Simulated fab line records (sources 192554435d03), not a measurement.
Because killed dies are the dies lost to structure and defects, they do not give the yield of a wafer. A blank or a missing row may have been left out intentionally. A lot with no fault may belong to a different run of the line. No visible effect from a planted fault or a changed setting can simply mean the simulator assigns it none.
fab line records ; flow n5_finfet
[record] lots = 7; wafers = 21
route steps=1938 shown BEOL_M10@1495 BEOL_M14@1716 BEOL_M15@1801
start_h: start of the lot's first displayed wafer, in hours after the record's first day ; wait_h: hours elapsed since this lot's preceding step ; " identical to the entry in the row above ; L1.1+2: one row covering several wafers at once ; - no value, or no start given ; * or withheld: withheld ; < > ~ a bound
route shown NAME@n: NAME is a module with steps in the file, n the number in the route of the first one ; usual: average and standard deviation across the fault-free wafers ; same: alike in all rows ; chamber/n: place in a boat ; sites: readings site by site ; _std_site: how widely they spread, as a standard deviation ; _edge_site: outer sites' mean less inner sites' ; radius_mm: how far each site lies from the wafer's centre ; mask NAME#n: copy n ; behind: the tool/chamber that last shaped the wafer ; hold: reason for holding the lot/hours on hold/outcome of the hold ; device: which transistor (n, p or np) failed to switch ; end of line: the tests these same wafers got at the end of their route ; a step without rows: its recipe alone ; killed: not the wafer's yield, but the dies lost to structure and defects at the first sort ; map: a wafer's dies, x killed, . not, _ none there
set.NAME: the run value of the setting; set.NAME@STEP: its run value at that earlier step ; model.NAME: the simulator's own value behind a step, which no gauge read
lots with deliberately changed settings; one table per step, one row per wafer
[[steps]]
[step N5_BEOL_M10_COAT_64]
[recipe] resist = SiARC; temp_c = 220; time_s = 60; spin_rpm = 1500; resist_thk_nm = 30
lot.wafer;tool;chamber;start_h;wait_h;set.spin_rpm;model.SiARC_of_BEOL_M10_COAT_64.thk_nm
L074.4;litho_track-03;0;-;-;1446;30.6
L074.5+6;litho_track-03;0;-;-;1500;30
L078.3+4+6;litho_track-03;0;-;-;1500;30
L083.3;litho_track-03;0;-;-;1500;30
L083.4;litho_track-03;0;-;-;1615;28.6
L083.5;litho_track-03;0;-;-;1500;29.8
L085.2+6;litho_track-05;0;-;-;1500;30
L085.3;litho_track-05;0;-;-;1407;31
L088.1+2;litho_track-04;0;-;-;1500;30
L088.5;litho_track-04;0;-;-;1500;30.2
L091.1+4;litho_track-03;0;-;-;1637;28.8
L091.3;litho_track-03;0;-;-;1500;30
L092.4+5+6;litho_track-03;0;-;-;1500;30
[step N5_BEOL_M10_COAT_22]
[recipe] resist = CAR-ArF; spin_rpm = 1500; resist_thk_nm = 90
[step N5_BEOL_M10_EBR_24]
[recipe] solvent = PGMEA; ebr_width_mm = 1.5
[step N5_BEOL_M10_DESCUM_33]
[recipe] chemistry = O2; time_s = 7.9; source_power_w = 50; bias_power_w = 20; pressure_mtorr = 20; rf_frequency_hz = 2.712e+07; temp_c = 40; resist = CAR-ArF; o2_flow_sccm = 225
[step N5_BEOL_M10_ETCH_65]
[recipe] chemistry = CF4; target = SiARC; target_depth_a = 390; mask_material = CAR-ArF; time_s = 65; ion_energy_ev = 80; pressure_mtorr = 40; source_w = 545; bias_w = 36; Ar_flow_sccm = 100; cf4_flow_sccm = 100; ends = cleared
lot.wafer;tool;chamber;start_h;wait_h;set.spin_rpm@BEOL_M10_COAT_64;model.etch.depth_nm;model.CAR-ArF_of_BEOL_M10_COAT_22.thk_nm
L074.4;rie_diel-03;0;296.34;0.0;1446;30.55;55.2
L074.5;rie_diel-03;0;296.34;0.0;1500;30.01;55.8
L074.6;rie_diel-03;3;296.34;0.0;1500;29.96;56
L078.3;rie_diel-03;2;333.27;0.0;1500;30.06;56
L078.4;rie_diel-03;2;333.27;0.0;1500;30.05;55.6
L078.6;rie_diel-03;3;333.27;0.0;1500;30;55.4
L083.3;rie_diel-03;3;381.49;0.0;1500;29.93;55.8
L083.4;rie_diel-03;2;381.49;0.0;1615;28.68;56.8
L083.5;rie_diel-03;3;381.49;0.0;1500;29.84;55.2
L085.2;rie_diel-03;0;392.20;0.0;1500;29.99;55.4
L085.3;rie_diel-03;3;392.20;0.0;1407;31.03;54.2
L085.6;rie_diel-03;0;392.20;0.0;1500;30.03;55.2
L088.1;rie_diel-01;2;410.68;0.0;1500;30.08;55.6
L088.2;rie_diel-01;0;410.68;0.0;1500;29.99;55.4
L088.5;rie_diel-01;0;410.68;0.0;1500;30.13;55.6
L091.1;rie_diel-03;0;414.22;0.0;1637;28.73;56.4
L091.3;rie_diel-03;1;414.22;0.0;1500;30.07;55.2
L091.4;rie_diel-03;3;414.22;0.0;1637;28.8;56.4
L092.4;rie_diel-04;0;423.05;0.0;1500;29.99;55.4
L092.5;rie_diel-04;1;423.05;0.0;1500;30.06;55
L092.6;rie_diel-04;2;423.05;0.0;1500;29.98;55.4
[step N5_BEOL_M10_ETCH_66]
[recipe] chemistry = N2/H2; target = SOC; target_depth_a = 1200; overetch_a = 240; mask_material = SiARC; temp_c = 40; time_s = 180; ion_energy_ev = 200; pressure_mtorr = 30; source_w = 840; bias_w = 150; n2_flow_sccm = 200; h2_flow_sccm = 200
lot.wafer;tool;chamber;start_h;wait_h;set.spin_rpm@BEOL_M10_COAT_63;set.spin_rpm@BEOL_M10_COAT_64;model.etch.depth_nm;model.SiARC_of_BEOL_M10_COAT_64.thk_nm
L074.4;rie_diel-03;0;296.39;0.0;1622;1446;96.2;23.4
L074.5;rie_diel-03;0;296.39;0.0;1500;1500;100.3;22.8
L074.6;rie_diel-03;3;296.39;0.0;1500;1500;100.3;23
L078.3+6;rie_diel-03;2,3;333.32;0.0;1500;1500;100.1;23.2
L078.4;rie_diel-03;2;333.32;0.0;1500;1500;99.92;23.2
L083.3;rie_diel-03;3;381.54;0.0;1500;1500;100.3;23.2
L083.4;rie_diel-03;2;381.54;0.0;1500;1615;99.9;21.8
L083.5;rie_diel-03;3;381.54;0.0;1595;1500;96.99;23
L085.2;rie_diel-03;0;392.25;0.0;1500;1500;99.61;22.6
L085.3;rie_diel-03;3;392.25;0.0;1440;1407;101.8;24.2
L085.6;rie_diel-03;0;392.25;0.0;1500;1500;99.54;22.6
L088.1;rie_diel-01;2;410.73;0.0;1500;1500;99.93;23.2
L088.2;rie_diel-01;0;410.73;0.0;1351;1500;105.6;23
L088.5;rie_diel-01;0;410.73;0.0;1500;1500;99.96;23.2
L091.1;rie_diel-03;0;414.27;0.0;1647;1637;95.03;21.2
L091.3;rie_diel-03;1;414.27;0.0;1647;1500;95.13;23
L091.4;rie_diel-03;3;414.27;0.0;1647;1637;95.14;21.8
L092.4;rie_diel-04;0;423.13;0.1;1558;1500;97.45;22.6
L092.5;rie_diel-04;1;423.13;0.1;1558;1500;97.49;22.4
L092.6;rie_diel-04;2;423.13;0.1;1558;1500;97.62;22.6
[step N5_BEOL_M10_STRIP_69]
[recipe] chemistry = N2/H2; temp_c = 40; n2_flow_sccm = 200; h2_flow_sccm = 200; rf_frequency_hz = 6e+07
[step N5_BEOL_M10_VIA_ETCH_34]
[recipe] chemistry = C4F6/O2; target = SiCOH_lowk; target_depth_a = 1845; mask_material = SOC; taper_deg = 4; time_s = 69.2; ion_energy_ev = 250; pressure_mtorr = 30; source_w = 345; bias_w = 185; Ar_flow_sccm = 300; C4F6_flow_sccm = 10; O2_flow_sccm = 10
lot.wafer;tool;chamber;start_h;wait_h;set.spin_rpm@BEOL_M10_COAT_63;model.SOC_of_BEOL_M10_COAT_63.thk_nm
L074.4;rie_diel-03;0;296.51;0.0;1622;88
L074.5;rie_diel-03;0;296.51;0.0;1500;92.2
L074.6;rie_diel-03;3;296.51;0.0;1500;92.6
L078.3+6;rie_diel-03;2,3;333.45;0.0;1500;92.4
L078.4;rie_diel-03;2;333.45;0.0;1500;92.2
L083.3;rie_diel-03;3;381.66;0.0;1500;92.6
L083.4;rie_diel-03;2;381.66;0.0;1500;92.2
L083.5;rie_diel-03;3;381.66;0.0;1595;89.4
L085.2;rie_diel-03;0;392.37;0.0;1500;91.2
L085.3;rie_diel-03;3;392.37;0.0;1440;94
L085.6;rie_diel-03;0;392.37;0.0;1500;91
L088.1+5;rie_diel-01;2,0;410.86;0.0;1500;92
L088.2;rie_diel-01;0;410.86;0.0;1351;97.6
L091.1;rie_diel-03;0;414.39;0.0;1647;86.6
L091.3;rie_diel-03;1;414.39;0.0;1647;87
L091.4;rie_diel-03;3;414.39;0.0;1647;87.6
L092.4+5;rie_diel-04;0,1;423.23;0.0;1558;89.4
L092.6;rie_diel-04;2;423.23;0.0;1558;89.6
[step N5_BEOL_M14_ILD_DEP_00]
[recipe] material = SiO2; target_thk_a = 11193; temp_c = 400; precursor = TEOS/O2; pressure_torr = 6.5; rf_w = 900; teos_flow_sccm = 161.4; gas = O2; flow_sccm = 2650; time_s = 237.4
lot.wafer;tool;chamber;start_h;wait_h;set.time_s;model.SiO2_of_BEOL_M14_ILD_DEP_00.thk_nm
L074.4;pecvd-03;0;326.25;0.1;237.4;1130
L074.5;pecvd-03;2;326.25;0.1;237.4;1091
L074.6;pecvd-03;1;326.25;0.1;237.4;1128
L078.3;pecvd-02;2;355.11;0.0;237.4;1119
L078.4;pecvd-02;2;355.11;0.0;237.4;1147
L078.6;pecvd-02;0;355.11;0.0;237.4;1140
L083.3;pecvd-04;2;407.86;0.0;237.4;1116
L083.4;pecvd-04;2;407.86;0.0;222.8;1068
L083.5;pecvd-04;1;407.86;0.0;237.4;1119
L085.2;pecvd-02;0;420.24;0.0;237.4;1132
L085.3;pecvd-02;1;420.24;0.0;237.4;1129
L085.6;pecvd-02;1;420.24;0.0;237.4;1142
L088.1;pecvd-03;0;438.73;0.0;250.8;1170
L088.2;pecvd-03;2;438.73;0.0;237.4;1077
L088.5;pecvd-03;0;438.73;0.0;250.8;1185
L091.1;pecvd-02;0;444.16;0.0;218.1;1041
L091.3;pecvd-02;2;444.16;0.0;237.4;1128
L091.4;pecvd-02;2;444.16;0.0;218.1;1054
L092.4;pecvd-02;0;457.14;0.1;227.1;1090
L092.5;pecvd-02;1;457.14;0.1;237.4;1152
L092.6;pecvd-02;2;457.14;0.1;237.4;1139
[step N5_BEOL_M14_THK_MEAS_01]
[recipe] reads = SiO2_of_BEOL_M14_ILD_DEP_00
[usual] M14_ILD_THK = 1120/16
lot.wafer;tool;chamber;start_h;wait_h;set.time_s@BEOL_M14_ILD_DEP_00;M14_ILD_THK[nm]
L074.4;film_metro-01;-;326.36;0.0;237.4;1129
L074.5;film_metro-01;-;326.36;0.0;237.4;1091
L074.6;film_metro-01;-;326.36;0.0;237.4;1129
L078.3;film_metro-01;-;355.30;0.1;237.4;1119
L078.4;film_metro-01;-;355.30;0.1;237.4;1147
L078.6;film_metro-01;-;355.30;0.1;237.4;1140
L083.3;film_metro-02;-;408.05;0.1;237.4;1116
L083.4;film_metro-02;-;408.05;0.1;222.8;1068
L083.5;film_metro-02;-;408.05;0.1;237.4;1120
L085.2;film_metro-01;-;420.43;0.1;237.4;1133
L085.3;film_metro-01;-;420.43;0.1;237.4;1130
L085.6;film_metro-01;-;420.43;0.1;237.4;1142
L088.1;film_metro-02;-;438.92;0.1;250.8;1171
L088.2;film_metro-02;-;438.92;0.1;237.4;1077
L088.5;film_metro-02;-;438.92;0.1;250.8;1186
L091.1;film_metro-02;-;444.35;0.1;218.1;1041
L091.3;film_metro-02;-;444.35;0.1;237.4;1127
L091.4;film_metro-02;-;444.35;0.1;218.1;1054
L092.4;film_metro-02;-;457.25;0.0;227.1;1089
L092.5;film_metro-02;-;457.25;0.0;237.4;1152
L092.6;film_metro-02;-;457.25;0.0;237.4;1139
[step N5_BEOL_M14_COAT_58]
[recipe] resist = BARC; temp_c = 205; time_s = 60; spin_rpm = 1500; resist_thk_nm = 89
lot.wafer;tool;chamber;start_h;wait_h;set.spin_rpm;model.BARC_of_BEOL_M14_COAT_58.thk_nm
L074.4;litho_track-02;0;326.40;0.0;1500;89.6
L074.5;litho_track-02;0;326.40;0.0;1419;91.8
L074.6;litho_track-02;0;326.40;0.0;1419;92
L078.3+4;litho_track-01;0;355.33;0.0;1500;89.2
L078.6;litho_track-01;0;355.33;0.0;1500;89.4
L083.3;litho_track-01;0;408.08;0.0;1666;84.4
L083.4;litho_track-01;0;408.08;0.0;1500;89
L083.5;litho_track-01;0;408.08;0.0;1500;88.8
L085.2+3;litho_track-01;0;420.47;0.0;1435;91.2
L085.6;litho_track-01;0;420.47;0.0;1500;89.2
L088.1;litho_track-02;0;438.95;0.0;1572;87.2
L088.2;litho_track-02;0;438.95;0.0;1572;87
L088.5;litho_track-02;0;438.95;0.0;1500;89.4
L091.1+4;litho_track-05;0;444.38;0.0;1500;89.2
L091.3;litho_track-05;0;444.38;0.0;1500;88.8
L092.4;litho_track-02;0;457.28;0.0;1500;88.8
L092.5;litho_track-02;0;457.28;0.0;1500;89
L092.6;litho_track-02;0;457.28;0.0;1571;86.8
[step N5_BEOL_M14_COAT_04]
[recipe] spin_rpm = 1704; resist_thk_nm = 800
[step N5_BEOL_M14_EBR_06]
[recipe] solvent = PGMEA; ebr_width_mm = 1.5
[step N5_BEOL_M14_DESCUM_15]
[recipe] chemistry = O2; time_s = 7.9; source_power_w = 50; bias_power_w = 20; pressure_mtorr = 20; rf_frequency_hz = 2.712e+07; temp_c = 40; o2_flow_sccm = 225
[step N5_BEOL_M14_ETCH_59]
[recipe] chemistry = N2/H2; target = BARC; target_depth_a = 890; overetch_a = 267; time_s = 67.9; ion_energy_ev = 200; pressure_mtorr = 30; source_w = 840; bias_w = 150; n2_flow_sccm = 200; h2_flow_sccm = 200
lot.wafer;tool;chamber;start_h;wait_h;set.spin_rpm@BEOL_M14_COAT_58;model.etch.depth_nm
L074.4;rie_diel-04;1;326.86;0.0;1500;89.52
L074.5;rie_diel-04;2;326.86;0.0;1419;91.81
L074.6;rie_diel-04;3;326.86;0.0;1419;92.04
L078.3;rie_diel-01;2;355.73;0.0;1500;89.29
L078.4;rie_diel-01;3;355.73;0.0;1500;89.22
L078.6;rie_diel-01;2;355.73;0.0;1500;89.32
L083.3;rie_diel-01;3;408.60;0.0;1666;84.32
L083.4;rie_diel-01;1;408.60;0.0;1500;89.1
L083.5;rie_diel-01;0;408.60;0.0;1500;88.71
L085.2;rie_diel-01;3;420.86;0.0;1435;91.25
L085.3;rie_diel-01;0;420.86;0.0;1435;91.28
L085.6;rie_diel-01;0;420.86;0.0;1500;89.16
L088.1;rie_diel-04;3;439.47;0.0;1572;87.22
L088.2;rie_diel-04;1;439.47;0.0;1572;87.05
L088.5;rie_diel-04;1;439.47;0.0;1500;89.46
L091.1;rie_diel-01;3;444.83;0.0;1500;89.24
L091.3;rie_diel-01;0;444.83;0.0;1500;88.89
L091.4;rie_diel-01;0;444.83;0.0;1500;89.26
L092.4;rie_diel-03;3;457.80;0.0;1500;88.88
L092.5;rie_diel-03;1;457.80;0.0;1500;88.97
L092.6;rie_diel-03;0;457.80;0.0;1571;86.71
[step N5_BEOL_M14_VIA_ETCH_16]
[recipe] chemistry = C4F8/O2/Ar; target = SiO2; he_inner_torr = 15; he_outer_torr = 30; target_depth_a = 12313; time_s = withheld; ion_energy_ev = 800; pressure_mtorr = 20; source_w = 1905; bias_w = 2040; Ar_flow_sccm = 400; C4F8_flow_sccm = 16; O2_flow_sccm = 12; ends = cleared
lot.wafer;tool;chamber;start_h;wait_h;set.time_s@BEOL_M14_ILD_DEP_00;model.etch.depth_nm
L074.4;rie_diel-04;1;326.91;0.0;*;1130
L074.5;rie_diel-04;2;326.91;0.0;*;1091
L074.6;rie_diel-04;3;326.91;0.0;*;1128
L078.3;rie_diel-01;2;355.78;0.0;*;1119
L078.4;rie_diel-01;3;355.78;0.0;*;1147
L078.6;rie_diel-01;2;355.78;0.0;*;1140
L083.3;rie_diel-01;3;408.65;0.0;*;1116
L083.4;rie_diel-01;1;408.65;0.0;*;1068
L083.5;rie_diel-01;0;408.65;0.0;*;1119
L085.2;rie_diel-01;3;420.91;0.0;*;1132
L085.3;rie_diel-01;0;420.91;0.0;*;1129
L085.6;rie_diel-01;0;420.91;0.0;*;1142
L088.1;rie_diel-04;3;439.52;0.0;*;1170
L088.2;rie_diel-04;1;439.52;0.0;*;1077
L088.5;rie_diel-04;1;439.52;0.0;*;1185
L091.1;rie_diel-01;3;444.89;0.0;*;1041
L091.3;rie_diel-01;0;444.89;0.0;*;1128
L091.4;rie_diel-01;0;444.89;0.0;*;1054
L092.4;rie_diel-03;3;457.86;0.0;*;1090
L092.5;rie_diel-03;1;457.86;0.0;*;1152
L092.6;rie_diel-03;0;457.86;0.0;*;1139
[step N5_BEOL_M14_TRENCH_ETCH_34]
[recipe] chemistry = C4F8/O2/Ar; target = SiO2; target_depth_a = 5566.5; mask_material = SOC; he_inner_torr = 15; he_outer_torr = 30; time_s = 126.9; ion_energy_ev = 800; pressure_mtorr = 20; source_w = 1905; bias_w = 2040; Ar_flow_sccm = 400; C4F8_flow_sccm = 16; O2_flow_sccm = 12
[usual] rf_vpp_V = 2217/73
lot.wafer;tool;chamber;start_h;wait_h;set.bias_w;rf_vpp_V
L074.4;rie_diel-01;1;328.28;0.0;2040;2359
L074.5;rie_diel-01;2;328.28;0.0;1814;2114
L074.6;rie_diel-01;1;328.28;0.0;1814;2171
L078.3;rie_diel-03;0;357.00;0.0;2040;2143
L078.4;rie_diel-03;3;357.00;0.0;2040;2180
L078.6;rie_diel-03;0;357.00;0.0;2040;2143
L083.3;rie_diel-01;2;409.87;0.0;2040;2295
L083.4;rie_diel-01;3;409.87;0.0;2040;2286
L083.5;rie_diel-01;2;409.87;0.0;2040;2293
L085.2;rie_diel-03;2;422.13;0.0;2272;2389
L085.3;rie_diel-03;0;422.13;0.0;2040;2142
L085.6;rie_diel-03;0;422.13;0.0;2040;2142
L088.1;rie_diel-04;2;440.97;0.0;2040;2265
L088.2;rie_diel-04;3;440.97;0.0;1695;1988
L088.5;rie_diel-04;1;440.97;0.0;1695;1972
L091.1;rie_diel-03;0;446.11;0.0;2040;2143
L091.3;rie_diel-03;1;446.11;0.0;2040;2124
L091.4;rie_diel-03;2;446.11;0.0;2040;2217
L092.4;rie_diel-03;3;459.07;0.0;2040;2180
L092.5;rie_diel-03;1;459.07;0.0;2040;2124
L092.6;rie_diel-03;0;459.07;0.0;2375;2380
[step N5_BEOL_M15_PEB_26]
[recipe] peb_temp_c = 130; peb_time_s = 90
lot.wafer;tool;chamber;start_h;wait_h;set.peb_time_s
L074.4+5;litho_track-03;0;333.15;0.0;105.7
L074.6;litho_track-03;0;333.15;0.0;90
L078.3+4+6;litho_track-05;0;361.90;0.0;90
L083.3;litho_track-03;0;415.24;0.0;103.9
L083.4+5;litho_track-03;0;415.24;0.0;90
L085.2+3+6;litho_track-05;0;429.71;0.0;90
L088.1;litho_track-04;0;451.56;0.1;106.2
L088.2+5;litho_track-04;0;451.56;0.1;90
L091.1+3+4;litho_track-04;0;452.34;0.1;90
L092.4;litho_track-04;0;465.64;0.0;90
L092.5+6;litho_track-04;0;465.64;0.0;96.26
[step N5_BEOL_M15_DEVELOP_27]
[recipe] develop_time_s = 45; rinse_liquid = diw; dry = air_spin; dev_temp_c = 21
[step N5_BEOL_M15_HARDBAKE_32]
[recipe] temp_c = 130; time_s = 120
[step N5_BEOL_M15_CD_MEAS_28]
[recipe] target_cd_nm = 407.6; landing_energy_ev = 500; detector = se_inlens
[usual] cd_nm = 408.5/2.2
lot.wafer;tool;chamber;start_h;wait_h;set.peb_time_s@BEOL_M15_PEB_26;cd_nm
L074.4;cd_sem-03;0;333.26;-;105.7;415.1
L074.5;cd_sem-03;0;333.26;-;105.7;413.5
L074.6;cd_sem-03;0;333.26;-;90;406.2
L078.3;cd_sem-03;0;362.01;-;90;406.7
L078.4;cd_sem-03;0;362.01;-;90;407.4
L078.6;cd_sem-03;0;362.01;-;90;407.5
L083.3;cd_sem-03;0;415.36;-;103.9;415.1
L083.4;cd_sem-03;0;415.36;-;90;410.7
L083.5;cd_sem-03;0;415.36;-;90;409.7
L085.2;cd_sem-02;0;429.83;-;90;409.8
L085.3;cd_sem-02;0;429.83;-;90;408.2
L085.6;cd_sem-02;0;429.83;-;90;406.0
L088.1;cd_sem-02;0;451.67;-;106.2;418.3
L088.2;cd_sem-02;0;451.67;-;90;411.7
L088.5;cd_sem-02;0;451.67;-;90;410.9
L091.1;cd_sem-02;0;452.45;-;90;412.5
L091.3;cd_sem-02;0;452.45;-;90;411.0
L091.4;cd_sem-02;0;452.45;-;90;409.2
L092.4;cd_sem-03;0;465.76;-;90;408.7
L092.5;cd_sem-03;0;465.76;-;96.26;409.7
L092.6;cd_sem-03;0;465.76;-;96.26;413.1
[step N5_BEOL_M15_DESCUM_33]
[recipe] chemistry = O2; time_s = 7.9; source_power_w = 50; bias_power_w = 20; pressure_mtorr = 20; rf_frequency_hz = 2.712e+07; temp_c = 40; o2_flow_sccm = 225
lot.wafer;tool;chamber;start_h;wait_h;set.peb_time_s@BEOL_M15_PEB_26;model.BEOL_M15.cd_nm
L074.4;rie_diel-06;3;333.86;0.5;105.7;415.2
L074.5;rie_diel-06;1;333.86;0.5;105.7;413.2
L074.6;rie_diel-06;0;333.86;0.5;90;406
L078.3;rie_diel-02;3;362.10;0.0;90;406.2
L078.4;rie_diel-02;2;362.10;0.0;90;407.4
L078.6;rie_diel-02;3;362.10;0.0;90;407.6
L083.3;rie_diel-06;3;415.51;0.1;103.9;415.2
L083.4;rie_diel-06;1;415.51;0.1;90;410.6
L083.5;rie_diel-06;2;415.51;0.1;90;409.2
L085.2;rie_diel-05;2;429.91;0.0;90;410.2
L085.3;rie_diel-05;3;429.91;0.0;90;408.6
L085.6;rie_diel-05;0;429.91;0.0;90;406.4
L088.1;rie_diel-02;2;452.75;1.0;106.2;418.6
L088.2;rie_diel-02;0;452.75;1.0;90;411.6
L088.5;rie_diel-02;3;452.75;1.0;90;411
L091.1;rie_diel-06;1;453.13;0.6;90;412.6
L091.3;rie_diel-06;3;453.13;0.6;90;410.8
L091.4;rie_diel-06;2;453.13;0.6;90;409.6
L092.4;rie_diel-06;1;465.87;0.1;90;408.6
L092.5;rie_diel-06;2;465.87;0.1;96.26;409.4
L092.6;rie_diel-06;3;465.87;0.1;96.26;413.2
[step N5_BEOL_M15_ETCH_61]
[recipe] chemistry = N2/H2; target = BARC; target_depth_a = 890; overetch_a = 267; time_s = 67.9; ion_energy_ev = 200; pressure_mtorr = 30; source_w = 840; bias_w = 150; n2_flow_sccm = 200; h2_flow_sccm = 200
lot.wafer;tool;chamber;start_h;wait_h;set.peb_time_s@BEOL_M15_PEB_26;model.BEOL_M15.cd_nm
L074.4;rie_diel-06;3;333.90;0.0;105.7;407.8
L074.5;rie_diel-06;1;333.90;0.0;105.7;405
L074.6;rie_diel-06;0;333.90;0.0;90;397
L078.3;rie_diel-02;3;362.13;0.0;90;398.6
L078.4;rie_diel-02;2;362.13;0.0;90;401
L078.6;rie_diel-02;3;362.13;0.0;90;400
L083.3;rie_diel-06;3;415.55;0.0;103.9;406.6
L083.4;rie_diel-06;1;415.55;0.0;90;401.4
L083.5;rie_diel-06;2;415.55;0.0;90;402.2
L085.2;rie_diel-05;2;429.95;0.0;90;402.8
L085.3;rie_diel-05;3;429.95;0.0;90;403.4
L085.6;rie_diel-05;0;429.95;0.0;90;397.8
L088.1;rie_diel-02;2;452.79;0.0;106.2;410.6
L088.2;rie_diel-02;0;452.79;0.0;90;403.6
L088.5;rie_diel-02;3;452.79;0.0;90;401.6
L091.1;rie_diel-06;1;453.16;0.0;90;404.2
L091.3;rie_diel-06;3;453.16;0.0;90;403.8
L091.4;rie_diel-06;2;453.16;0.0;90;403
L092.4;rie_diel-06;1;465.90;0.0;90;401
L092.5;rie_diel-06;2;465.90;0.0;96.26;403.2
L092.6;rie_diel-06;3;465.90;0.0;96.26;405.2
[[key]]
[split] step = N5_BEOL_M10_COAT_64; setting = spin_rpm; stated = 1500; by = wafer
[response] step = N5_BEOL_M10_COAT_64; reading = model.SiARC_of_BEOL_M10_COAT_64.thk_nm; change = -0.151; per = 1%; r = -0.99
[response] step = N5_BEOL_M10_ETCH_65; reading = model.etch.depth_nm; change = -0.153; per = 1%; r = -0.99
[response] step = N5_BEOL_M10_ETCH_65; reading = model.CAR-ArF_of_BEOL_M10_COAT_22.thk_nm; change = +0.156; per = 1%; r = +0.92
[response] step = N5_BEOL_M10_ETCH_66; reading = model.SiARC_of_BEOL_M10_COAT_64.thk_nm; change = -0.183; per = 1%; r = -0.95
[split] step = N5_BEOL_M14_ILD_DEP_00; setting = time_s; stated = 237.4; by = wafer
[response] step = N5_BEOL_M14_ILD_DEP_00; reading = model.SiO2_of_BEOL_M14_ILD_DEP_00.thk_nm; change = +11.4; per = 1%; r = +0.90
[response] step = N5_BEOL_M14_THK_MEAS_01; reading = M14_ILD_THK; change = +11.5; per = 1%; r = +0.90
[response] step = N5_BEOL_M14_VIA_ETCH_16; reading = model.etch.depth_nm; change = +11.4; per = 1%; r = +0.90
[split] step = N5_BEOL_M14_COAT_58; setting = spin_rpm; stated = 1500; by = wafer
[response] step = N5_BEOL_M14_COAT_58; reading = model.BARC_of_BEOL_M14_COAT_58.thk_nm; change = -0.426; per = 1%; r = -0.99
[response] step = N5_BEOL_M14_ETCH_59; reading = model.etch.depth_nm; change = -0.438; per = 1%; r = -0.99
[split] step = N5_BEOL_M14_TRENCH_ETCH_34; setting = bias_w; stated = 2040; by = wafer
[response] step = N5_BEOL_M14_TRENCH_ETCH_34; reading = rf_vpp_V; change = +17; per = 1%; r = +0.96
[split] step = N5_BEOL_M15_PEB_26; setting = peb_time_s; stated = 90; by = wafer
[response] step = N5_BEOL_M15_CD_MEAS_28; reading = cd_nm; change = +0.395; per = 1%; r = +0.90
[response] step = N5_BEOL_M15_DESCUM_33; reading = model.BEOL_M15.cd_nm; change = +0.41; per = 1%; r = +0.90
[response] step = N5_BEOL_M15_ETCH_61; reading = model.BEOL_M15.cd_nm; change = +0.442; per = 1%; r = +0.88
split outside_this_file step=N5_BEOL_M10_COAT_63 setting=spin_rpm
// split outside_this_file: this setting was split too, and the file shows its column; the key of that split is in another file
